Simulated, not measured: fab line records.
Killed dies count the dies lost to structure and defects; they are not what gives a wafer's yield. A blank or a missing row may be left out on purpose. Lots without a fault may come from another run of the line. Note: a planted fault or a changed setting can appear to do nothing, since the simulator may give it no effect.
Chamber matching ; flow nandHarc ; NHARC_A_STAIRCASE_ETCH_253 on rieDiel-09: 4 sister chambers
The step etches the open film in C4F8/O2, target depth 50 nm, time 20.2 s. 8 wafers are shown with their chamber, then 9 later ones without.

WAFERS WITH THEIR CHAMBER
wafer;chamber;rfVppV (V);oesProductAu (a.u.)
L082.1;1;903;0.946
L083.1;1;903;0.917
L085.3;2;903;0.984
L086.1;2;903;0.955
L086.3;0;890;0.953
L091.4;3;886;0.964
L091.5;0;890;0.964
L091.6;3;888;0.961

WAFERS WITHOUT THEIR CHAMBER
wafer;rfVppV (V);oesProductAu (a.u.)
L094.1;903;0.949
L094.4;886;0.986
L094.5;903;0.950
L095.1;903;0.952
L095.2;890;0.952
L095.3;902;0.948
L095.4;887;0.951
L095.5;904;0.945
L095.6;886;0.938

CHAMBER TAKEN BY EACH
wafer;from the rows above;in truth
L094.1;can't be placed: 1 or 2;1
L094.4;3;3
L094.5;can't be placed: 1 or 2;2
L095.1;can't be placed: 2 or 1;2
L095.2;0;0
L095.3;can't be placed: 1 or 2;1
L095.4;3;3
L095.5;can't be placed: 1 or 2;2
L095.6;3;3
Correct placement for 4 of the 9. Can't be placed from these rows: 5 (the true chamber is among the candidates in 5). 0 placed wrongly.
How it was worked out, from the rows above alone: a wafer's distance from a chamber is the root of the sum, over the readings, of the square of ((its reading less the chamber's mean) divided by the reading's scatter). If the next closest chamber is less than 2 further off than the closest, the wafer can't be placed; otherwise it belongs to the closest. The mean given for a chamber averages the wafers shown for that chamber. The scatter is the square root of a quotient: the sum, over the shown wafers, of each reading's squared deviation from its chamber's mean, divided by wafers minus chambers.
